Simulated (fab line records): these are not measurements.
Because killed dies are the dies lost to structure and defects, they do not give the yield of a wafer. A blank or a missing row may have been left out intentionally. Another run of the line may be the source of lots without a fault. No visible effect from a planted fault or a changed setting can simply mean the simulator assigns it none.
Which tool is to blame? | flow n5Finfet | route of 1938 steps, sampled at 1 step: 24 lots, 72 wafers

WHAT EACH GAUGE READ, for each wafer
N5_BEOL_M7_OVL_MEAS_12.
lot  | measured     | on         | M7_OVL (nm)
L074 | day 9 15:38  | overlay-02 | 0.5 0.5 0.1
L075 | day 10 03:15 | overlay-02 | 1.3 1.8 1.9
L077 | day 10 08:32 | overlay-02 | -0.4 0.5 -0.4
L076 | day 10 13:25 | overlay-02 | 0.1 -0.8 0.0
L078 | day 10 15:26 | overlay-02 | -1.3 -0.3 0.9
L079 | day 10 20:19 | overlay-02 | 1.0 0.0 -0.2
L080 | day 10 20:21 | overlay-02 | -0.6 -0.1 0.5
L081 | day 11 10:04 | overlay-02 | 1.6 1.1 -0.9
L083 | day 11 20:52 | overlay-02 | 1.4 0.6 0.8
L082 | day 11 21:05 | overlay-01 | 0.5 1.7 1.3
L084 | day 12 14:27 | overlay-01 | -1.7 0.2 -1.5
L086 | day 12 19:46 | overlay-01 | 0.4 0.8 1.0
L085 | day 12 20:01 | overlay-01 | 0.4 -0.1 0.8
L087 | day 12 23:24 | overlay-02 | 0.3 0.2 0.7
L089 | day 13 03:35 | overlay-01 | 0.5 1.7 1.8
L088 | day 13 09:55 | overlay-01 | -0.1 0.3 0.5
L090 | day 13 19:40 | overlay-01 | 0.8 0.7 0.1
L092 | day 14 00:30 | overlay-02 | -0.9 0.1 -1.5
L091 | day 14 00:40 | overlay-01 | 0.6 0.0 1.6
L094 | day 14 17:37 | overlay-01 | 1.0 1.0 0.8
L095 | day 14 23:13 | overlay-01 | 0.2 -0.8 0.4
L093 | day 15 00:27 | overlay-01 | 1.4 1.2 1.0
L096 | day 15 03:54 | overlay-01 | -0.2 0.7 -0.2
L097 | day 15 07:57 | overlay-02 | 0.0 0.2 -1.5

WHICH TOOL RAN EACH LOT (tool, then ch and the chambers of the sampled wafers, then the start)
No process step before these readings appears in the record.

AS READ BY THE TOOLS THEMSELVES (means over the sampled wafers that have a number; for cases with no such wafer, the mark the record gives instead)
The record holds no such reading with a usual standard deviation.

THE ANSWER, worked out from the rows above alone
Rule: the usual values come from the lots themselves. Put in order of their means at a reading, lots are off if they are a third of the lots or fewer, leave a main group of 4 or more, and stand apart from it by a gap of 3 or more times the standard deviation of the main group's means; of several such gaps the widest counts. A main group whose means are all the same, to the digits that the tables above print for the reading, isn't used. A lot without any number at a reading at which 4 lots or more have one is off too. The other lots that the step has rows for count as sound. The gauges are gone through in route order, then the tools' own readings, and for those a lot's mean is taken as printed above. The first step at which some lot is off is used, and at that step the reading that is off furthest; a lot without a number counts as furthest.
Across all readings shown, no lot is off: no conclusion can be drawn from this.

WHAT THE SIMULATOR PUT IN
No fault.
